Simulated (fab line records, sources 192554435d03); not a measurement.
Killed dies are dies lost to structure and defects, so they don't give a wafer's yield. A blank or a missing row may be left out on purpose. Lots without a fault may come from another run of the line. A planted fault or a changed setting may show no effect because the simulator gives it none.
Split-lot experiment | flow n5_finfet | 7 lots, 21 wafers read, on a route of 1938 steps

THE SPLIT
At N5_GATE_CUT_ALD_22 (deposits SiNx, target thk 16 nm, pulse time 1 s, ald cycles 320), the setting ald_cycles was moved away from the recipe's 320 on 10 of the 21 wafers read, by -13.1% to +10.6%. The other wafers ran this setting at the recipe's value.

The reading is taken at the split's own step.

THE READING
SiNx_of_GATE_CUT_ALD_22.thk_nm (the simulator's own value, which no gauge read), in nm, at N5_GATE_CUT_ALD_22 (deposits SiNx, target thk 16 nm, pulse time 1 s, ald cycles 320). The file gives no usual value for it. The 11 wafers here that ran the recipe average 16.0 nm, standard deviation 0.057 nm.

wafer  | tool, chamber at the split | ald_cycles as run | against the recipe | SiNx_of_GATE_CUT_ALD_22.thk_nm, nm | against lot-mates on the recipe
L076.2 | ald_sin-01, 0,1            | 320               | recipe             | 16                                 | -
L076.4 | ald_sin-01, 0,1            | 320               | recipe             | 16                                 | -
L076.6 | ald_sin-01, 0              | 297               | -7.2%              | 14.8                               | -1.2
L078.1 | ald_sin-03, 3,2            | 285               | -10.9%             | 14.2                               | -1.8
L078.3 | ald_sin-03, 3,2            | 285               | -10.9%             | 14.2                               | -1.8
L078.6 | ald_sin-03, 2              | 320               | recipe             | 16                                 | -
L079.2 | ald_sin-02, 0,1            | 278               | -13.1%             | 13.8                               | -2.2
L079.6 | ald_sin-02, 0,1            | 278               | -13.1%             | 13.8                               | -2.2
L079.5 | ald_sin-02, 0              | 320               | recipe             | 16                                 | -
L083.3 | ald_sin-03, 3              | 320               | recipe             | 16.2                               | -
L083.5 | ald_sin-03, 0,1            | 320               | recipe             | 16                                 | -
L083.6 | ald_sin-03, 0,1            | 320               | recipe             | 16                                 | -
L086.1 | ald_sin-01, 0,1,2          | 354               | +10.6%             | 17.6                               | no lot-mate on the recipe
L086.5 | ald_sin-01, 0,1,2          | 354               | +10.6%             | 17.6                               | no lot-mate on the recipe
L086.6 | ald_sin-01, 0,1,2          | 354               | +10.6%             | 17.6                               | no lot-mate on the recipe
L094.2 | ald_sin-01, 2,3,3          | 320               | recipe             | 16                                 | -
L094.3 | ald_sin-01, 2,3,3          | 320               | recipe             | 16                                 | -
L094.6 | ald_sin-01, 2,3,3          | 320               | recipe             | 16                                 | -
L096.2 | ald_sin-02, 0              | 320               | recipe             | 16                                 | -
L096.5 | ald_sin-02, 1,2            | 303               | -5.3%              | 15                                 | -1.0
L096.6 | ald_sin-02, 1,2            | 303               | -5.3%              | 15                                 | -1.0
Where a row lists several chambers, the file gives one row for several wafers and doesn't say which wafer went through which chamber.

THE FIT
A straight line over all 21 wafers: SiNx_of_GATE_CUT_ALD_22.thk_nm changes by +0.161 nm for each +1% of ald_cycles; r = +1.00; the points scatter about the line by 0.077 nm.
The same after taking each lot's own level away (the mean of its wafers on the recipe; 18 wafers): +0.167 nm for each +1%; r = +1.00; scatter 0.057 nm.
On that fit, the largest move of ald_cycles shifts the reading by 2.2 nm.
The lots' own levels span 16.00 to 16.07 nm, that is 1.2 times the standard deviation above.
So the lot-to-lot level changes the slope little: the two slopes agree.
Check: with one of the wafers moved furthest among these (-13.1%) left out of the fit, the line predicts -2.21 nm for it against its lot-mates. It came out at -2.2 nm against them.

OTHER SPLITS ON THESE WAFERS
These wafers also went through other splits before the reading. Each is held against what the fit with the lots' levels taken away leaves over:
other split on the same wafers | wafers away from the commonest value | r with SiNx_of_GATE_CUT_ALD_22.thk_nm (lot level and that fit taken away)
N5_ILD0_CMP_03 down_force_psi  | 8                                    | -0.07
N5_ILD0_CMP_12 down_force_psi  | 9                                    | +0.19
N5_GATE_CUT_DESCUM_18 time_s   | 4                                    | -0.02
N5_GATE_CUT_ETCH_37 bias_w     | 7                                    | -0.05

THE FILE'S OWN FIT
SiNx_of_GATE_CUT_ALD_22.thk_nm changes by +0.168 nm for each +1% of ald_cycles, r = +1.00.
